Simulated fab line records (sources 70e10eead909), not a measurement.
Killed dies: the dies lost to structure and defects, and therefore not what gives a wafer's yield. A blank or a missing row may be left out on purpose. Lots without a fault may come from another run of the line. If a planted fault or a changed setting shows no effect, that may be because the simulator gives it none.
A lot that was struck, set against a sound lot    flow nandHarc    40 out of 1302 route steps
Sound: these wafers, L827.2, L827.3, L827.5. Wafers struck: L832.1, L832.2, L832.6. At the end, the cause is stated.
Each step with rows lists, per side, the tool, then ch with its chambers, then its first start. Under that, the readings that differ: sound wafers    struck wafers    difference of the means    sigmas: that difference in standard deviations of wafers without a fault.
alike: words and numbers the same on both sides, and readings whose means are apart by under 2 such deviations; not compared: readings that were withheld, readings missing a value for some wafer, numbers with overlapping values and no deviation given by the record, and bounds like >300 which may hide the same value.
Wherever a step has rows on one side only, a row that says differs or no value, or a row with sigmas, the two part there. Numbers that don't overlap but have no deviation are shown without sigmas and don't part them. Lack of a reading on every wafer of one side parts them only where that side has two or more wafers.

first, 2 steps without rows for these wafers: NHARC_A_DECK1_JOINT_ANNEAL_28 (time 1800 s); NHARC_A_DECK1_JOINT_ANNEAL_29 (time 1800 s).
NHARC_A_DECK1_JOINT_CMP_02: polishes SiOx.
  sound on cmp-04 ch 1,2, day 13 08:40; struck on cmp-02 ch 0,2,3, day 15 04:11
  alike: motorCurrentA
then, 1 step without rows for these wafers: NHARC_A_DECK1_JOINT_SRD_15.
NHARC_A_DECK1_JOINT_DEP_16: deposits SiO2, target thk 45 nm.
  sound on pecvd-03 ch 0,1,2, day 13 09:03; struck on pecvd-04 ch 1,2, day 15 04:35
  alike: heaterPowerW, showerheadVppV, throttleValvePct
NHARC_A_DECK1_JOINT_THK_MEAS_17: measures by ellipsometry.
  sound: filmMetro-01 at day 13 09:20; struck: filmMetro-02 at day 15 04:52
  alike: thkNm
NHARC_A_DECK1_JOINT_INSPECT_05:
  sound: defectInspect-02 at day 13 09:22; struck: defectInspect-01 at day 15 04:54
  alike: rawDefectCount
next comes 1 step that has no rows for these wafers: NHARC_A_ONON_D2_DEP_00 (target thickness 1000 nm).
NHARC_A_ONON_D2_THK_MEAS_02: measures by ellipsometry.
  sound: filmMetro-01 at day 13 09:56; struck: filmMetro-01 at day 15 05:29
  alike: thkNm
next comes 1 step that has no rows for these wafers: NHARC_A_ONON_D2_DEP_03 (target thickness 1000 nm).
NHARC_A_ONON_D2_THK_MEAS_05: measures by ellipsometry.
  sound: filmMetro-02 at day 13 10:32; struck: filmMetro-01 at day 15 06:02
  alike: thkNm
NHARC_A_ONON_D2_DEP_06: target thk 1000 nm.
  sound on pecvdOnon-01 ch 0, day 13 10:38; struck on pecvdOnon-01 ch 0, day 15 06:06
NHARC_A_ONON_D2_THK_MEAS_08: measures by ellipsometry.
  sound: filmMetro-01 at day 13 11:06; struck: filmMetro-02 at day 15 06:36
reading     sound           struck       difference  sigmas
thkNm (nm)  1013 1014 1014  995 993 993  -20         -2
next comes 1 step that has no rows for these wafers: NHARC_A_ONON_D2_DEP_09 (target thickness 1000 nm).
NHARC_A_ONON_D2_THK_MEAS_11: measures by ellipsometry.
  sound: filmMetro-02 at day 13 11:40; struck: filmMetro-02 at day 15 07:10
  alike: thkNm
next comes 1 step that has no rows for these wafers: NHARC_A_ONON_D2_DEP_12 (target thickness 1000 nm).
NHARC_A_ONON_D2_THK_MEAS_14: measures by ellipsometry.
  sound: filmMetro-01 at day 13 12:14; struck: filmMetro-01 at day 15 07:44
  alike: thkNm
then, 2 steps without rows for these wafers: NHARC_A_ONON_D2_ANNEAL_15 (time 3600 s); NHARC_A_ONON_D2_DEP_16 (target thk 1000 nm).
NHARC_A_ONON_D2_THK_MEAS_18: measures by ellipsometry.
  sound: filmMetro-01 at day 13 23:37; struck: filmMetro-02 at day 15 17:13
  alike: thkNm
next comes 1 step that has no rows for these wafers: NHARC_A_ONON_D2_DEP_19 (target thickness 1000 nm).
NHARC_A_ONON_D2_THK_MEAS_21: measures by ellipsometry.
  sound: filmMetro-02 at day 14 00:23; struck: filmMetro-01 at day 15 17:47
  alike: thkNm
next comes 1 step that has no rows for these wafers: NHARC_A_ONON_D2_DEP_22 (target thickness 1000 nm).
NHARC_A_ONON_D2_THK_MEAS_24: measures by ellipsometry.
  sound: filmMetro-01 at day 14 01:05; struck: filmMetro-02 at day 15 18:22
  alike: thkNm
next comes 1 step that has no rows for these wafers: NHARC_A_ONON_D2_DEP_25 (target thickness 1000 nm).
NHARC_A_ONON_D2_THK_MEAS_27: measures by ellipsometry.
  sound: filmMetro-01 at day 14 01:39; struck: filmMetro-01 at day 15 18:56
  alike: thkNm
next comes 1 step that has no rows for these wafers: NHARC_A_ONON_D2_DEP_28 (target thickness 1000 nm).
NHARC_A_ONON_D2_THK_MEAS_30: measures by ellipsometry.
  sound: filmMetro-01 at day 14 02:13; struck: filmMetro-02 at day 15 19:29
  alike: thkNm
NHARC_A_ONON_D2_DEP_33: deposits SiO2, target thk 200 nm.
  sound on pecvd-04 ch 0,1,2, day 14 02:16; struck on pecvd-04 ch 1,2, day 15 19:36
  alike: heaterPowerW, showerheadVppV, throttleValvePct
NHARC_A_ONON_D2_THK_MEAS_34: measures by ellipsometry.
  sound: filmMetro-02 at day 14 02:41; struck: filmMetro-01 at day 15 19:58
  alike: thkNm
NHARC_A_CHANNEL_HOLE_D2_DEP_00: deposits aC, target thk 3100 nm.
  sound on aclDep-03 ch 0, day 14 07:17; struck on aclDep-02 ch 0, day 15 20:06
  alike: throttleValvePct
NHARC_A_CHANNEL_HOLE_D2_DEP_01: deposits SiON, target thk 140 nm.
  sound on pecvd-02 ch 0,2, day 14 08:56; struck on pecvd-04 ch 0,2, day 15 22:02
  alike: heaterPowerW, showerheadVppV
then, 7 steps without rows for these wafers: NHARC_A_CHANNEL_HOLE_D2_DEHYDRATE_02 (time 120 s); NHARC_A_CHANNEL_HOLE_D2_HMDS_03 (time 30 s); NHARC_A_CHANNEL_HOLE_D2_COAT_36 (time 75 s); NHARC_A_CHANNEL_HOLE_D2_COAT_37 (time 65 s); NHARC_A_CHANNEL_HOLE_D2_COAT_04 (resist thk 90 nm); NHARC_A_CHANNEL_HOLE_D2_SOFTBAKE_05 (time 55 s); NHARC_A_CHANNEL_HOLE_D2_EBR_06.
-- record jumps: 11 days between struck wafers' starts before vs after; left off in module A_CHANNEL_HOLE_D2, resumes in module END, first step shown is number 1302 of the route --
NHARC_END_SORT_01:
  here the record holds rows for the struck wafers (prober-02 ch 0, day 27 08:49) but none for the sound ones

## WHERE THEY PART
At NHARC_A_ONON_D2_THK_MEAS_08 first; at NHARC_END_SORT_01 last (within this record only).

WHY: the cause the simulator had injected
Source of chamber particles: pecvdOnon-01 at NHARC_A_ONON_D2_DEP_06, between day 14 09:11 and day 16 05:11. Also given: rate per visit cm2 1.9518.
